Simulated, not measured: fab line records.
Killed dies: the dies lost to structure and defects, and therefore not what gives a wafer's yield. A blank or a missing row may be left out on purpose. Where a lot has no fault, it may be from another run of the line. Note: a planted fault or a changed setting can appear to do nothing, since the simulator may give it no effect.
Struck lot and sound lot, side by side -- flow n5_finfet -- 17 out of 1938 route steps
Sound: the wafers L355.1, L355.5, L355.6. Wafers struck: L359.2, L359.4, L359.5. The cause is given at the end.
At each step with rows: each side's tool, then ch and its chambers, then its first start. Under that, the readings that differ: sound wafers -- struck wafers -- difference of the means -- sigmas: that difference in standard deviations of wafers without a fault.
alike: same words and numbers on both sides, and readings whose means sit less than 2 such deviations apart. not compared: any withheld reading, any reading some wafer has no value for, any bound like >300 that may hide the same value, and any number with overlapping values for which the record gives no deviation.
The two part at a step that has a row with sigmas, a row that says differs or no value, or rows on one side only. When numbers do not overlap yet have no deviation, they are printed without sigmas and do not part them. Lack of a reading on every wafer of one side parts them only where that side has two or more wafers.

first, 5 steps without rows for these wafers: N5_SD_EPI_P_SRD_49 (time 30 s); N5_SD_EPI_P_PRECLEAN_24 (cleans in O3/DIW, time 45 s); N5_SD_EPI_P_PRECLEAN_32 (cleans in dHF, time 10 s); N5_SD_EPI_P_PRECLEAN_33 (cleans in SC2, time 45 s); N5_SD_EPI_P_SRD_25 (time 30 s).
N5_SD_EPI_P_INSPECT_26: inspects for defects (darkfield).
  struck on defect_inspect-01, day 4 11:10; sound on defect_inspect-01, day 3 10:28
reading,sound,struck,difference,sigmas
raw_defect_count,121 167 146,259 224 225,+91,+2
N5_SD_ACTIVATION_RTA_00: time 0 s.
  sound on rtp_anneal-02 ch 0, day 3 10:33; struck on rtp_anneal-01 ch 0, day 4 11:19
  alike: lamp_power_pct, lamp_zone_3_pct, lamp_zone_6_pct, wafer_temp_C_max
N5_SD_ACTIVATION_LSA_01: time 0.0008 s.
  sound on laser_anneal-01 ch 0, day 3 10:45; struck on laser_anneal-01 ch 0, day 4 11:31
  alike: wafer_temp_C_max
N5_SD_ACTIVATION_RS_MEAS_03: uses a four-point probe to measure.
  struck on film_metro-02, day 4 11:42; sound on film_metro-02, day 3 10:57
reading,sound,struck,difference,sigmas
RS_SD_N (ohm/sq),21.7 22.1 22.1,22.9 22.4 22.7,+0.7,+2
  alike: RS_SD_P
N5_SD_ACTIVATION_INSPECT_02: inspects for defects (darkfield).
  struck on defect_inspect-02, day 4 12:00; sound on defect_inspect-02, day 3 11:16
reading,sound,struck,difference,sigmas
raw_defect_count,123 188 166,277 238 218,+85,+2
N5_ILD0_LINER_00: material SiNx, target thk 4 nm, pulse time 1 s, purge time 2 s.
  sound on ald_sin-01 ch 0,1,3, day 3 11:19; struck on ald_sin-01 ch 0,3, day 4 12:02
  alike: heater_power_outer_w, heater_power_w, precursor_pulse_height_rel
N5_ILD0_FCVD_FILL_01: material SiO2 flowable, target thk 200 nm, time 328.3 s.
  sound on fcvd-02 ch 0,1, day 3 11:43; struck on fcvd-01 ch 0,1, day 4 13:00
then, 1 step without rows for these wafers: N5_ILD0_CURE_02 (time 1800 s).
N5_ILD0_CMP_03: polishes, stops on SiNx, t overpolish 1.9 s, target thk 197.38 nm.
  sound on cmp-01 ch 0,3, day 3 13:40; struck on cmp-01 ch 0,1,3, day 4 15:10
reading,sound,struck,difference,sigmas
time_to_endpoint_s (s),68 63 73,134 137 142,+70,+15
  alike: motor_current_A, overpolish_run_s
N5_ILD0_THK_MEAS_04:
  struck on film_metro-02, day 4 15:23; sound on film_metro-02, day 3 13:58
  alike: thk_nm
-- the record jumps here: 4 days lie between the struck wafers' starts before and after (it left off in module ILD0 and takes up again in module BEOL_M4, whose first step shown is number 1111 of the route) --
N5_BEOL_M4_RC_MEAS_101:
  sound on prober-02 ch 0, day 7 12:51; struck on prober-02 ch 0, day 8 17:12
  alike: DIBL_N, DIBL_P, IOFF_N, IOFF_P, ION_N, ION_P, SS_N, SS_P, VT_N, VT_P
-- here the record skips 4 days between the struck wafers' starts before and after, leaving off in module BEOL_M4 and picking up in module PASSIVATION (first step shown: number 1936 of the route) --
N5_PASSIVATION_PROBE_49:
  the record has rows for the struck wafers here (prober-02, day 13 01:46) and none for the sound ones

## WHERE THEY PART
Last at N5_PASSIVATION_PROBE_49 as far as this record goes, first at N5_SD_EPI_P_INSPECT_26.

WHY: what had been put in by the simulator
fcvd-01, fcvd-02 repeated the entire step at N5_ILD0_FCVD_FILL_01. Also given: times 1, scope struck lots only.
